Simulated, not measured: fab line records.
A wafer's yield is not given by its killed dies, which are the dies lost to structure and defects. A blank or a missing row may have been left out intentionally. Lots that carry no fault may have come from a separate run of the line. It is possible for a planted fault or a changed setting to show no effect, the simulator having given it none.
fab line records -- flow n5_finfet
record: lots: 7, wafers: 21
route steps=1938 shown HKMG_FIN@427 MOL_CONTACT_COAG@559 BEOL_M0_SAQP@673 BEOL_M0_CUTY@705 BEOL_M1@797
start_h: hours from the record's opening day to when the first of the lot's shown wafers began -- wait_h: hours since the lot's step before -- " repeats the value in the row above -- L1.1+2: a single row standing in for several wafers -- - either no value or no given start -- * or withheld: withheld -- < > ~ a bound
route shown NAME@n: a module of which the file shows steps, and the number in the route of the first -- usual: average and standard deviation across the fault-free wafers -- same: alike in all rows -- chamber/n: place in a boat -- sites: per-site readings -- _std_site: standard deviation of those values -- _edge_site: the outer-site mean with the inner-site mean subtracted -- radius_mm: how far each site lies from the wafer's centre -- mask NAME#n: copy n -- behind: the tool/chamber that last shaped the wafer -- hold: why the lot went on hold/how many hours it stayed there/how the hold came to an end -- device: the n, p or np transistor that did not switch -- end of line: tests of these same wafers at the route's end -- for a step that has no rows: nothing shown but its recipe -- killed: the dies lost at the first sort to structure and to defects; this is not the yield of the wafer -- map: the dies of a wafer, with x for killed, . for not killed, _ for no die there
set.NAME: the setting as run; set.NAME@STEP: as run at that earlier step -- model.NAME: the simulator's own value behind a step, which no gauge read
lots whose settings were changed on purpose; a table a step, a row a wafer
== steps ==
step: N5_HKMG_FIN_EXPOSE_09
recipe: mask_id: NWFM, na: 1.35, source_shape: conventional, sigma_outer: 0.8, polarization: unpolarized, dose_mj: 39.25
lot.wafer,tool,chamber,start_h,wait_h,mask,set.dose_mj
L074.2+4+5,arfi_scanner-02,0,107.61,-,NWFM#0,39.25
L080.2+3+6,arfi_scanner-03,0,112.49,-,NWFM#0,39.25
L083.2+5,arfi_scanner-01,0,129.66,-,NWFM#0,41.56
L083.6,arfi_scanner-01,0,129.66,-,NWFM#0,39.25
L084.1,arfi_scanner-03,0,132.39,-,NWFM#0,39.25
L084.2+3,arfi_scanner-03,0,132.39,-,NWFM#0,40.14
L087.2+5,arfi_scanner-03,0,159.72,-,NWFM#0,39.25
L087.4,arfi_scanner-03,0,159.72,-,NWFM#0,40.95
L092.2+4+6,arfi_scanner-02,0,183.48,-,NWFM#0,40.07
L094.1+4+5,arfi_scanner-03,0,196.23,-,NWFM#0,39.25
step: N5_HKMG_FIN_PEB_10
recipe: peb_temp_c: withheld, peb_time_s: 60, resist: CAR-ArF
step: N5_HKMG_FIN_DEVELOP_11
recipe: develop_time_s: 30, developer: TMAH, resist: CAR-ArF, dev_temp_c: 23, rinse_liquid: diw, dry: air_spin
step: N5_HKMG_FIN_CD_MEAS_12
recipe: target_cd_nm: 92.8, landing_energy_ev: 500, detector: se_inlens
usual: cd_nm: 93.1/0.56
lot.wafer,tool,chamber,start_h,wait_h,set.dose_mj@HKMG_FIN_EXPOSE_09,cd_nm
L074.2,cd_sem-03,0,107.72,-,39.25,93.5
L074.4,cd_sem-03,0,107.72,-,39.25,93.8
L074.5,cd_sem-03,0,107.72,-,39.25,93.3
L080.2,cd_sem-02,0,112.61,-,39.25,92.2
L080.3,cd_sem-02,0,112.61,-,39.25,93.2
L080.6,cd_sem-02,0,112.61,-,39.25,93.0
L083.2,cd_sem-03,0,129.78,-,41.56,95.6
L083.5,cd_sem-03,0,129.78,-,41.56,97.0
L083.6,cd_sem-03,0,129.78,-,39.25,92.9
L084.1,cd_sem-01,0,132.51,-,39.25,93.3
L084.2,cd_sem-01,0,132.51,-,40.14,94.5
L084.3,cd_sem-01,0,132.51,-,40.14,93.9
L087.2,cd_sem-01,0,159.84,-,39.25,93.2
L087.4,cd_sem-01,0,159.84,-,40.95,96.3
L087.5,cd_sem-01,0,159.84,-,39.25,93.2
L092.2,cd_sem-02,0,183.60,-,40.07,95.1
L092.4,cd_sem-02,0,183.60,-,40.07,94.8
L092.6,cd_sem-02,0,183.60,-,40.07,95.5
L094.1,cd_sem-02,0,196.36,-,39.25,93.0
L094.4,cd_sem-02,0,196.36,-,39.25,93.6
L094.5,cd_sem-02,0,196.36,-,39.25,92.3
step: N5_HKMG_FIN_ETCH_32
recipe: chemistry: N2/H2, target: SOC, target_depth_a: 2400, temp_c: 40, time_s: 300, ion_energy_ev: 200, mask_material: SiARC, pressure_mtorr: 30, source_w: 840, bias_w: 150, n2_flow_sccm: 200, h2_flow_sccm: 200
usual: rf_vpp_V: 524.7/2.5
lot.wafer,tool,chamber,start_h,wait_h,set.source_w,rf_vpp_V,model.HKMG_FIN.feature_depth_nm,model.etch.depth_nm,model.SiARC_of_HKMG_FIN_COAT_30.thk_nm
L074.2,rie_diel-01,0,107.90,0.0,840,524.4,237.8,237.8,21
L074.4,rie_diel-01,1,107.90,0.0,840,525.9,247.4,247.3,20.8
L074.5,rie_diel-01,0,107.90,0.0,840,525.6,236.8,236.8,21.2
L080.2,rie_diel-05,0,112.78,0.0,840,523.0,235.6,235.6,22
L080.3,rie_diel-05,1,112.78,0.0,840,522.1,242.8,242.8,21.6
L080.6,rie_diel-05,0,112.78,0.0,791.1,533.1,223.8,223.8,22.4
L083.2,rie_diel-03,0,130.11,0.0,691.4,562.6,207.2,207.2,22.4
L083.5,rie_diel-03,3,130.11,0.0,840,519.1,244.4,244.3,21.2
L083.6,rie_diel-03,2,130.11,0.0,691.4,558.5,201.8,201.9,22.4
L084.1,rie_diel-03,0,132.86,0.0,840,528.9,243.8,243.8,21
L084.2,rie_diel-03,2,132.86,0.0,754.6,543.0,213.8,213.9,22.2
L084.3,rie_diel-03,3,132.86,0.0,754.6,539.5,221.6,221.7,22.2
L087.2,rie_diel-01,2,160.02,0.0,930.9,508.3,264.4,264.3,20.2
L087.4,rie_diel-01,1,160.02,0.0,840,524.1,241.2,241.1,21
L087.5,rie_diel-01,1,160.02,0.0,930.9,508.0,264,264.1,20.2
L092.2,rie_diel-03,2,183.78,0.0,840,523.0,234.8,234.7,21.2
L092.4,rie_diel-03,3,183.78,0.0,937.7,501.0,265.4,265.4,20.4
L092.6,rie_diel-03,2,183.78,0.0,840,522.6,235.2,235.2,21
L094.1,rie_diel-01,3,196.53,0.0,840,525.5,243.4,243.5,21
L094.4,rie_diel-01,2,196.53,0.0,715.3,556.0,213,213.1,22.2
L094.5,rie_diel-01,0,196.53,0.0,840,525.1,232.2,232.2,21.4
step: N5_MOL_CONTACT_COAG_ALD_27
recipe: material: SiOC, target_thk_a: 170, temp_c: 400, ald_precursor_family: carbosiloxane, ald_co_reactant: H2-plasma, pulse_time_s: 1.5, time_s: 2720, purge_time_s: 2, co_reactant_purge_time_s: 2, ald_cycles: 340, pressure_torr: 2
lot.wafer,tool,chamber,start_h,wait_h,set.ald_cycles,model.SiOC_of_MOL_CONTACT_COAG_ALD_27.thk_nm
L074.2,ald_sin-03,2,127.51,0.0,340,17
L074.4+5,ald_sin-03,"3,0",127.51,0.0,340,17.2
L080.2+6,ald_sin-01,"1,3",131.42,0.0,312,15.6
L080.3,ald_sin-01,0,131.42,0.0,340,17
L083.2,ald_sin-01,1,151.22,0.8,340,16.8
L083.5+6,ald_sin-01,"1,2",151.22,0.8,340,17
L084.1+2,ald_sin-03,"2,1",158.16,0.0,340,17
L084.3,ald_sin-03,0,158.16,0.0,340,17.2
L087.2+4,ald_sin-02,"3,0",181.17,0.0,340,17
L087.5,ald_sin-02,2,181.17,0.0,302,15
L092.2,ald_sin-02,0,203.31,0.6,323,16.2
L092.4,ald_sin-02,3,203.31,0.6,340,17
L092.6,ald_sin-02,2,203.31,0.6,323,16
L094.1,ald_sin-01,0,216.61,0.0,340,16.8
L094.4+5,ald_sin-01,3,216.61,0.0,340,17
step: N5_MOL_CONTACT_COAG_COAT_76
recipe: resist: SiARC, temp_c: 220, time_s: 60, spin_rpm: 1500, resist_thk_nm: 10
lot.wafer,tool,chamber,start_h,wait_h,set.spin_rpm,model.SiARC_of_MOL_CONTACT_COAG_COAT_76.thk_nm
L074.2+4+5,litho_track-01,0,-,-,1500,10
L080.2+3+6,litho_track-01,0,-,-,1500,10
L083.2+5+6,litho_track-03,0,-,-,1500,10
L084.1+3,litho_track-02,0,-,-,1344,10.6
L084.2,litho_track-02,0,-,-,1500,10
L087.2+4,litho_track-01,0,-,-,1446,10.2
L087.5,litho_track-01,0,-,-,1500,10
L092.2,litho_track-01,0,-,-,1500,10
L092.4+6,litho_track-01,0,-,-,1436,10.2
L094.1+5,litho_track-01,0,-,-,1500,10
L094.4,litho_track-01,0,-,-,1336,10.6
step: N5_MOL_CONTACT_COAG_COAT_77
recipe: resist: underlayer, temp_c: 205, time_s: 60, spin_rpm: 1500, resist_thk_nm: 10
step: N5_MOL_CONTACT_COAG_COAT_78
recipe: resist: CAR-EUV, spin_rpm: 1500, resist_thk_nm: 40
step: N5_MOL_CONTACT_COAG_DESCUM_88
recipe: chemistry: O2, time_s: 7, source_power_w: 50, bias_power_w: 20, pressure_mtorr: 20, rf_frequency_hz: 2.712e+07, temp_c: 40, resist: CAR-EUV, o2_flow_sccm: 225
step: N5_MOL_CONTACT_COAG_ETCH_89
recipe: chemistry: N2/H2, target: underlayer, target_depth_a: 130, mask_material: CAR-EUV, time_s: 10.4, ion_energy_ev: 200, pressure_mtorr: 30, source_w: 840, bias_w: 150, n2_flow_sccm: 200, h2_flow_sccm: 200, ends: cleared
step: N5_MOL_CONTACT_COAG_ETCH_90
recipe: chemistry: CF4, target: SiARC, target_depth_a: 130, mask_material: CAR-EUV, time_s: 21.7, ion_energy_ev: 80, pressure_mtorr: 40, source_w: 545, bias_w: 36, Ar_flow_sccm: 100, cf4_flow_sccm: 100, ends: cleared
lot.wafer,tool,chamber,start_h,wait_h,set.spin_rpm@MOL_CONTACT_COAG_COAT_76,model.etch.depth_nm
L074.2,rie_diel-05,0,130.73,0.0,1500,10
L074.4,rie_diel-05,1,130.73,0.0,1500,9.984
L074.5,rie_diel-05,2,130.73,0.0,1500,9.983
L080.2,rie_diel-01,2,134.49,0.0,1500,10.02
L080.3,rie_diel-01,0,134.49,0.0,1500,10.03
L080.6,rie_diel-01,3,134.49,0.0,1500,10.01
L083.2,rie_diel-05,2,154.16,0.0,1500,10.04
L083.5+6,rie_diel-05,"1,2",154.16,0.0,1500,10.02
L084.1,rie_diel-01,3,161.42,0.0,1344,10.58
L084.2,rie_diel-01,2,161.42,0.0,1500,9.997
L084.3,rie_diel-01,1,161.42,0.0,1344,10.59
L087.2,rie_diel-03,2,184.38,0.0,1446,10.13
L087.4,rie_diel-03,1,184.38,0.0,1446,10.15
L087.5,rie_diel-03,1,184.38,0.0,1500,9.976
L092.2,rie_diel-01,1,206.60,0.0,1500,10.01
L092.4+6,rie_diel-01,"3,0",206.60,0.0,1436,10.22
L094.1,rie_diel-01,1,219.65,0.0,1500,10.06
L094.4,rie_diel-01,2,219.65,0.0,1336,10.64
L094.5,rie_diel-01,1,219.65,0.0,1500,10.03
step: N5_MOL_CONTACT_COAG_ALD_131
recipe: material: SiO2, target_thk_a: 50, temp_c: 100, ald_precursor_family: BDEAS, ald_co_reactant: O2-plasma, pulse_time_s: 1, co_reactant_pulse_time_s: 1, purge_time_s: 2, co_reactant_purge_time_s: 2, ald_cycles: 35, pressure_torr: 2
step: N5_MOL_CONTACT_COAG_ETCHBACK_132
recipe: chemistry: CHF3, target: SiO2, target_depth_a: 100, time_s: 6.7, ion_energy_ev: 200, pressure_mtorr: 30, source_w: 610, bias_w: 170, Ar_flow_sccm: 200, CHF3_flow_sccm: 50
step: N5_MOL_CONTACT_COAG_ETCH_91
recipe: chemistry: N2/H2, target: SOC, target_depth_a: 600, overetch_a: 210, mask_material: SiARC, temp_c: 40, time_s: 101.2, ion_energy_ev: 200, pressure_mtorr: 30, source_w: 840, bias_w: 150, n2_flow_sccm: 200, h2_flow_sccm: 200
lot.wafer,tool,chamber,start_h,wait_h,set.spin_rpm@MOL_CONTACT_COAG_COAT_76,model.SiARC_of_MOL_CONTACT_COAG_COAT_76.thk_nm
L074.2,rie_diel-01,3,131.02,0.0,1500,5.8
L074.4+5,rie_diel-01,"1,3",131.02,0.0,1500,5.6
L080.2+3+6,rie_diel-01,"1,2,0",135.09,0.0,1500,5.8
L083.2+6,rie_diel-03,3,154.59,0.0,1500,6
L083.5,rie_diel-03,2,154.59,0.0,1500,5.8
L084.1+3,rie_diel-03,"1,0",161.94,0.0,1344,6.4
L084.2,rie_diel-03,2,161.94,0.0,1500,5.8
L087.2+4,rie_diel-05,"1,3",184.67,0.0,1446,6
L087.5,rie_diel-05,3,184.67,0.0,1500,5.8
L092.2,rie_diel-03,2,207.19,0.0,1500,5.8
L092.4,rie_diel-03,0,207.19,0.0,1436,6
L092.6,rie_diel-03,3,207.19,0.0,1436,6.2
L094.1,rie_diel-01,3,220.07,0.0,1500,5.8
L094.4,rie_diel-01,1,220.07,0.0,1336,6.4
L094.5,rie_diel-01,0,220.07,0.0,1500,6
step: N5_MOL_CONTACT_COAG_ALD_133
recipe: material: SiO2, target_thk_a: 50, temp_c: 100, ald_precursor_family: BDEAS, ald_co_reactant: O2-plasma, pulse_time_s: 1, co_reactant_pulse_time_s: 1, purge_time_s: 2, co_reactant_purge_time_s: 2, ald_cycles: 35, pressure_torr: 2
lot.wafer,tool,chamber,start_h,wait_h,set.ald_cycles,model.SiO2_of_MOL_CONTACT_COAG_ALD_133.thk_nm
L074.2+4+5,ald_sin-02,"2,3,3",132.07,0.1,35,5
L080.2,ald_sin-01,2,136.49,0.3,32,4.6
L080.3+6,ald_sin-01,"0,2",136.49,0.3,35,5
L083.2+5,ald_sin-02,"1,0",155.75,0.1,33,4.8
L083.6,ald_sin-02,3,155.75,0.1,35,5
L084.1+2,ald_sin-03,"2,0",164.03,0.9,36,5.2
L084.3,ald_sin-03,1,164.03,0.9,35,5
L087.2+5,ald_sin-02,"2,1",185.72,0.1,35,5
L087.4,ald_sin-02,0,185.72,0.1,39,5.6
L092.2+4,ald_sin-03,"1,2",208.41,0.1,35,5
L092.6,ald_sin-03,1,208.41,0.1,32,4.6
L094.1,ald_sin-03,2,221.38,0.2,32,4.6
L094.4+5,ald_sin-03,"0,1",221.38,0.2,35,5
step: N5_BEOL_M0_SAQP_ETCH_107
recipe: chemistry: CH3F/O2, target: SiNx, target_depth_a: 300, mask_material: SOC, pressure_mtorr: 30, source_w: 395, bias_w: 73, Ar_flow_sccm: 150, CH3F_flow_sccm: 30, O2_flow_sccm: 20, ion_energy_ev: 120
usual: rf_vpp_V: 298/5.1
lot.wafer,tool,chamber,start_h,wait_h,set.bias_w,rf_vpp_V
L074.2,rie_diel-04,3,142.39,0.0,73,298
L074.4,rie_diel-04,1,142.39,0.0,73,291
L074.5,rie_diel-04,3,142.39,0.0,73,299
L080.2,rie_diel-04,1,146.57,0.0,79.61,312
L080.3,rie_diel-04,3,146.57,0.0,73,297
L080.6,rie_diel-04,1,146.57,0.0,73,292
L083.2,rie_diel-02,0,165.53,0.0,73,299
L083.5,rie_diel-02,3,165.53,0.0,82.89,318
L083.6,rie_diel-02,1,165.53,0.0,82.89,333
L084.1,rie_diel-04,0,174.76,0.0,73,302
L084.2,rie_diel-04,1,174.76,0.0,73,289
L084.3,rie_diel-04,3,174.76,0.0,73,298
L087.2,rie_diel-02,3,195.87,0.0,79.93,308
L087.4,rie_diel-02,0,195.87,0.0,73,297
L087.5,rie_diel-02,1,195.87,0.0,79.93,324
L092.2,rie_diel-04,0,219.65,0.0,76.79,315
L092.4,rie_diel-04,1,219.65,0.0,73,289
L092.6,rie_diel-04,3,219.65,0.0,73,299
L094.1,rie_diel-02,2,236.09,0.0,84.85,340
L094.4,rie_diel-02,3,236.09,0.0,73,287
L094.5,rie_diel-02,3,236.09,0.0,84.85,324
step: N5_BEOL_M0_SAQP_COAT_87
recipe: resist: underlayer, temp_c: 205, time_s: 60, spin_rpm: 1500, resist_thk_nm: 5
lot.wafer,tool,chamber,start_h,wait_h,set.spin_rpm
L074.2+4+5,litho_track-04,0,-,-,1500
L080.2+6,litho_track-04,0,-,-,1376
L080.3,litho_track-04,0,-,-,1500
L083.2+5,litho_track-05,0,-,-,1500
L083.6,litho_track-05,0,-,-,1347
L084.1,litho_track-05,0,-,-,1367
L084.2+3,litho_track-05,0,-,-,1500
L087.2+5,litho_track-05,0,-,-,1645
L087.4,litho_track-05,0,-,-,1500
L092.2+4,litho_track-01,0,-,-,1390
L092.6,litho_track-01,0,-,-,1500
L094.1+4,litho_track-05,0,-,-,1500
L094.5,litho_track-05,0,-,-,1362
step: N5_BEOL_M0_SAQP_COAT_34
recipe: resist: CAR-EUV, spin_rpm: 1500, resist_thk_nm: 30
step: N5_BEOL_M0_SAQP_EBR_36
recipe: solvent: PGMEA, ebr_width_mm: 1.5
step: N5_BEOL_M0_SAQP_DESCUM_45
recipe: chemistry: O2, time_s: 7, source_power_w: 50, bias_power_w: 20, pressure_mtorr: 20, rf_frequency_hz: 2.712e+07, temp_c: 40, resist: CAR-EUV, o2_flow_sccm: 225
step: N5_BEOL_M0_SAQP_ETCH_88
recipe: chemistry: N2/H2, target: underlayer, target_depth_a: 65, time_s: 5.2, ion_energy_ev: 200, mask_material: CAR-EUV, pressure_mtorr: 30, source_w: 840, bias_w: 150, n2_flow_sccm: 200, h2_flow_sccm: 200, ends: cleared
lot.wafer,tool,chamber,start_h,wait_h,set.spin_rpm@BEOL_M0_SAQP_COAT_87,model.etch.depth_nm
L074.2,rie_diel-02,3,143.99,0.0,1500,5.004
L074.4,rie_diel-02,0,143.99,0.0,1500,4.99
L074.5,rie_diel-02,2,143.99,0.0,1500,5.005
L080.2,rie_diel-02,3,148.17,0.0,1376,5.222
L080.3,rie_diel-02,2,148.17,0.0,1500,5
L080.6,rie_diel-02,2,148.17,0.0,1376,5.212
L083.2,rie_diel-04,1,167.21,0.0,1500,5.015
L083.5,rie_diel-04,3,167.21,0.0,1500,5.002
L083.6,rie_diel-04,1,167.21,0.0,1347,5.29
L084.1,rie_diel-04,0,176.83,0.0,1367,5.232
L084.2,rie_diel-04,1,176.83,0.0,1500,4.977
L084.3,rie_diel-04,3,176.83,0.0,1500,4.985
L087.2,rie_diel-04,0,197.58,0.0,1645,4.775
L087.4,rie_diel-04,3,197.58,0.0,1500,5.018
L087.5,rie_diel-04,1,197.58,0.0,1645,4.785
L092.2,rie_diel-06,1,221.25,0.0,1390,5.175
L092.4,rie_diel-06,0,221.25,0.0,1390,5.169
L092.6,rie_diel-06,2,221.25,0.0,1500,4.979
L094.1,rie_diel-04,3,238.38,0.0,1500,5.012
L094.4,rie_diel-04,3,238.38,0.0,1500,5
L094.5,rie_diel-04,1,238.38,0.0,1362,5.239
step: N5_BEOL_M0_CUTY_EXPOSE_54
recipe: mask_id: M0_ABLK, na: 1.35, source_shape: conventional, sigma_outer: 0.8, polarization: unpolarized, dose_mj: 36
lot.wafer,tool,chamber,start_h,wait_h,mask,set.dose_mj
L074.2+4+5,arfi_scanner-02,0,145.15,-,M0_ABLK#0,36
L080.2+3+6,arfi_scanner-03,0,149.43,-,M0_ABLK#0,36
L083.2,arfi_scanner-03,0,168.70,-,M0_ABLK#0,33.59
L083.5+6,arfi_scanner-03,0,168.70,-,M0_ABLK#0,36
L084.1,arfi_scanner-03,0,178.26,-,M0_ABLK#0,36
L084.2+3,arfi_scanner-03,0,178.26,-,M0_ABLK#0,35.08
L087.2+4,arfi_scanner-01,0,198.89,-,M0_ABLK#0,34.71
L087.5,arfi_scanner-01,0,198.89,-,M0_ABLK#0,36
L092.2,arfi_scanner-02,0,222.33,-,M0_ABLK#0,36
L092.4+6,arfi_scanner-02,0,222.33,-,M0_ABLK#0,34.18
L094.1+5,arfi_scanner-02,0,239.62,-,M0_ABLK#0,37.99
L094.4,arfi_scanner-02,0,239.62,-,M0_ABLK#0,36
step: N5_BEOL_M0_CUTY_PEB_55
recipe: peb_temp_c: 110, peb_time_s: 60, resist: CAR-ArF-block
step: N5_BEOL_M0_CUTY_DEVELOP_56
recipe: develop_time_s: 30, developer: TMAH, resist: CAR-ArF-block, rinse_liquid: diw, dry: air_spin, dev_temp_c: 23
step: N5_BEOL_M0_CUTY_CD_MEAS_57
recipe: target_cd_nm: 200, landing_energy_ev: 500, detector: se_inlens, polarity: line
usual: cd_nm: 200.3/0.99
lot.wafer,tool,chamber,start_h,wait_h,set.dose_mj@BEOL_M0_CUTY_EXPOSE_54,cd_nm
L074.2,cd_sem-03,0,145.27,-,36,199.1
L074.4,cd_sem-03,0,145.27,-,36,200.4
L074.5,cd_sem-03,0,145.27,-,36,199.7
L080.2,cd_sem-01,0,149.55,-,36,200.4
L080.3,cd_sem-01,0,149.55,-,36,200.4
L080.6,cd_sem-01,0,149.55,-,36,199.9
L083.2,cd_sem-03,0,168.82,-,33.59,203.4
L083.5,cd_sem-03,0,168.82,-,36,199.0
L083.6,cd_sem-03,0,168.82,-,36,200.0
L084.1,cd_sem-01,0,178.38,-,36,200.5
L084.2,cd_sem-01,0,178.38,-,35.08,202.4
L084.3,cd_sem-01,0,178.38,-,35.08,203.7
L087.2,cd_sem-02,0,199.01,-,34.71,203.1
L087.4,cd_sem-02,0,199.01,-,34.71,202.9
L087.5,cd_sem-02,0,199.01,-,36,200.8
L092.2,cd_sem-02,0,222.45,-,36,201.2
L092.4,cd_sem-02,0,222.45,-,34.18,204.1
L092.6,cd_sem-02,0,222.45,-,34.18,204.6
L094.1,cd_sem-03,0,239.74,-,37.99,197.9
L094.4,cd_sem-03,0,239.74,-,36,202.0
L094.5,cd_sem-03,0,239.74,-,37.99,198.6
step: N5_BEOL_M0_CUTY_DESCUM_61
recipe: chemistry: O2, time_s: 7.9, source_power_w: 50, bias_power_w: 20, pressure_mtorr: 20, rf_frequency_hz: 2.712e+07, temp_c: 40, resist: CAR-ArF-block, o2_flow_sccm: 225
lot.wafer,tool,chamber,start_h,wait_h,set.time_s,model.CAR-ArF-block_of_BEOL_M0_CUTY_COAT_51.thk_nm
L074.2,rie_diel-05,0,145.36,0.0,7.9,143
L074.4,rie_diel-05,1,145.36,0.0,7.9,143.6
L074.5,rie_diel-05,3,145.36,0.0,7.9,143.4
L080.2,rie_diel-05,2,149.63,0.0,7.9,144.4
L080.3,rie_diel-05,0,149.63,0.0,7.9,144.2
L080.6,rie_diel-05,2,149.63,0.0,7.9,143.8
L083.2,rie_diel-05,2,168.92,0.0,7.9,144.2
L083.5,rie_diel-05,3,168.92,0.0,8.818,143.4
L083.6,rie_diel-05,2,168.92,0.0,7.9,144
L084.1,rie_diel-05,3,178.47,0.0,8.952,143.4
L084.2,rie_diel-05,0,178.47,0.0,7.9,143.8
L084.3,rie_diel-05,1,178.47,0.0,8.952,143.2
L087.2,rie_diel-01,2,199.11,0.0,6.778,145
L087.4,rie_diel-01,0,199.11,0.0,6.778,145.2
L087.5,rie_diel-01,3,199.11,0.0,7.9,144.2
L092.2+4,rie_diel-01,"2,0",222.54,0.0,6.183,144.8
L092.6,rie_diel-01,0,222.54,0.0,7.9,143.8
L094.1,rie_diel-03,0,239.98,0.2,7.9,143.8
L094.4,rie_diel-03,1,239.98,0.2,7.9,144
L094.5,rie_diel-03,3,239.98,0.2,7.9,144.2
step: N5_BEOL_M0_CUTY_ETCH_62
recipe: chemistry: CF4, target: SiARC, mask_material: CAR-ArF-block, time_s: 58.5, ion_energy_ev: 80, pressure_mtorr: 40, source_w: 545, bias_w: 36, Ar_flow_sccm: 100, cf4_flow_sccm: 100, ends: cleared
lot.wafer,tool,chamber,start_h,wait_h,set.time_s@BEOL_M0_CUTY_DESCUM_61,model.CAR-ArF-block_of_BEOL_M0_CUTY_COAT_51.thk_nm
L074.2,rie_diel-05,0,145.39,0.0,7.9,117.8
L074.4+5,rie_diel-05,"1,3",145.39,0.0,7.9,118.4
L080.2,rie_diel-05,2,149.67,0.0,7.9,119.2
L080.3,rie_diel-05,0,149.67,0.0,7.9,119
L080.6,rie_diel-05,2,149.67,0.0,7.9,118.8
L083.2,rie_diel-05,2,168.95,0.0,7.9,119.2
L083.5,rie_diel-05,3,168.95,0.0,8.818,118.4
L083.6,rie_diel-05,2,168.95,0.0,7.9,119
L084.1,rie_diel-05,3,178.51,0.0,8.952,118.4
L084.2,rie_diel-05,0,178.51,0.0,7.9,118.6
L084.3,rie_diel-05,1,178.51,0.0,8.952,118
L087.2,rie_diel-01,2,199.14,0.0,6.778,120
L087.4,rie_diel-01,0,199.14,0.0,6.778,120.2
L087.5,rie_diel-01,3,199.14,0.0,7.9,119.2
L092.2+4,rie_diel-01,"2,0",222.58,0.0,6.183,119.8
L092.6,rie_diel-01,0,222.58,0.0,7.9,118.6
L094.1,rie_diel-03,0,240.01,0.0,7.9,118.8
L094.4+5,rie_diel-03,"1,3",240.01,0.0,7.9,119
step: N5_BEOL_M1_VIA_ETCH_34
recipe: chemistry: C4F6/O2, target_depth_a: 678, mask_material: SOC, pressure_mtorr: 15, ion_energy_ev: 250, taper_deg: 4, time_s: 64.4, source_w: 350, bias_w: 170, Ar_flow_sccm: 300, C4F6_flow_sccm: 10, O2_flow_sccm: 10
lot.wafer,tool,chamber,start_h,wait_h,set.time_s,model.etch.depth_nm,model.SOC_of_BEOL_M1_COAT_67.thk_nm
L074.2,rie_diel-04,3,168.50,0.0,64.4,69.6,51.8
L074.4,rie_diel-04,0,168.50,0.0,64.4,64.79,52
L074.5,rie_diel-04,3,168.50,0.0,64.4,69.42,51.6
L080.2,rie_diel-04,0,172.50,0.0,64.4,63.99,52.6
L080.3,rie_diel-04,1,172.50,0.0,64.4,65.36,52.6
L080.6,rie_diel-04,1,172.50,0.0,72.24,72.72,51.8
L083.2,rie_diel-06,2,181.58,0.0,64.4,64.85,52.4
L083.5,rie_diel-06,0,181.58,0.0,64.4,68.76,52.2
L083.6,rie_diel-06,2,181.58,0.0,68.71,69.38,52
L084.1,rie_diel-02,2,186.16,0.0,69.89,72.54,51.6
L084.2,rie_diel-02,3,186.16,0.0,69.89,71.9,51.4
L084.3,rie_diel-02,0,186.16,0.0,69.89,72.27,51.8
L087.2,rie_diel-04,0,215.03,0.0,64.4,65.38,51.8
L087.4,rie_diel-04,0,215.03,0.0,68.15,69.51,51.6
L087.5,rie_diel-04,1,215.03,0.0,68.15,70.73,51.8
L092.2,rie_diel-02,1,234.83,0.0,64.4,66.32,52.4
L092.4,rie_diel-02,0,234.83,0.0,64.4,66.2,52.6
L092.6,rie_diel-02,1,234.83,0.0,64.4,66.27,52.6
L094.1,rie_diel-02,0,262.89,0.0,64.4,65.72,52.4
L094.4,rie_diel-02,2,262.89,0.0,64.4,66.08,52.2
L094.5,rie_diel-02,3,262.89,0.0,78.28,80.98,50.2
== key ==
split: step: N5_HKMG_FIN_EXPOSE_09, setting: dose_mj, stated: 39.25, by: wafer
response: step: N5_HKMG_FIN_CD_MEAS_12, reading: cd_nm, change: +0.602, per: 1%, r: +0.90
split: step: N5_HKMG_FIN_ETCH_32, setting: source_w, stated: 840, by: wafer
response: step: N5_HKMG_FIN_ETCH_32, reading: rf_vpp_V, change: -1.95, per: 1%, r: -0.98
response: step: N5_HKMG_FIN_ETCH_32, reading: model.HKMG_FIN.feature_depth_nm, change: +2.2, per: 1%, r: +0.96
response: step: N5_HKMG_FIN_ETCH_32, reading: model.etch.depth_nm, change: +2.2, per: 1%, r: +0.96
response: step: N5_HKMG_FIN_ETCH_32, reading: model.SiARC_of_HKMG_FIN_COAT_30.thk_nm, change: -0.0743, per: 1%, r: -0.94
split: step: N5_MOL_CONTACT_COAG_ALD_27, setting: ald_cycles, stated: 340, by: wafer
response: step: N5_MOL_CONTACT_COAG_ALD_27, reading: model.SiOC_of_MOL_CONTACT_COAG_ALD_27.thk_nm, change: +0.176, per: 1%, r: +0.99
split: step: N5_MOL_CONTACT_COAG_COAT_76, setting: spin_rpm, stated: 1500, by: wafer
response: step: N5_MOL_CONTACT_COAG_COAT_76, reading: model.SiARC_of_MOL_CONTACT_COAG_COAT_76.thk_nm, change: -0.0555, per: 1%, r: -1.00
response: step: N5_MOL_CONTACT_COAG_ETCH_90, reading: model.etch.depth_nm, change: -0.0545, per: 1%, r: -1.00
response: step: N5_MOL_CONTACT_COAG_ETCH_91, reading: model.SiARC_of_MOL_CONTACT_COAG_COAT_76.thk_nm, change: -0.0529, per: 1%, r: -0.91
split: step: N5_MOL_CONTACT_COAG_ALD_133, setting: ald_cycles, stated: 35, by: wafer
response: step: N5_MOL_CONTACT_COAG_ALD_133, reading: model.SiO2_of_MOL_CONTACT_COAG_ALD_133.thk_nm, change: +0.0481, per: 1%, r: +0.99
split: step: N5_BEOL_M0_SAQP_ETCH_107, setting: bias_w, stated: 73, by: wafer
response: step: N5_BEOL_M0_SAQP_ETCH_107, reading: rf_vpp_V, change: +2.36, per: 1%, r: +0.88
split: step: N5_BEOL_M0_SAQP_COAT_87, setting: spin_rpm, stated: 1500, by: wafer
response: step: N5_BEOL_M0_SAQP_ETCH_88, reading: model.etch.depth_nm, change: -0.0264, per: 1%, r: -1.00
split: step: N5_BEOL_M0_CUTY_EXPOSE_54, setting: dose_mj, stated: 36, by: wafer
response: step: N5_BEOL_M0_CUTY_CD_MEAS_57, reading: cd_nm, change: -0.64, per: 1%, r: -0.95
split: step: N5_BEOL_M0_CUTY_DESCUM_61, setting: time_s, stated: 7.9, by: wafer
response: step: N5_BEOL_M0_CUTY_DESCUM_61, reading: model.CAR-ArF-block_of_BEOL_M0_CUTY_COAT_51.thk_nm, change: -0.05, per: 1%, r: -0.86
response: step: N5_BEOL_M0_CUTY_ETCH_62, reading: model.CAR-ArF-block_of_BEOL_M0_CUTY_COAT_51.thk_nm, change: -0.053, per: 1%, r: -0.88
split: step: N5_BEOL_M1_VIA_ETCH_34, setting: time_s, stated: 64.4, by: wafer
response: step: N5_BEOL_M1_VIA_ETCH_34, reading: model.etch.depth_nm, change: +0.676, per: 1%, r: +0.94
response: step: N5_BEOL_M1_VIA_ETCH_34, reading: model.SOC_of_BEOL_M1_COAT_67.thk_nm, change: -0.0833, per: 1%, r: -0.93
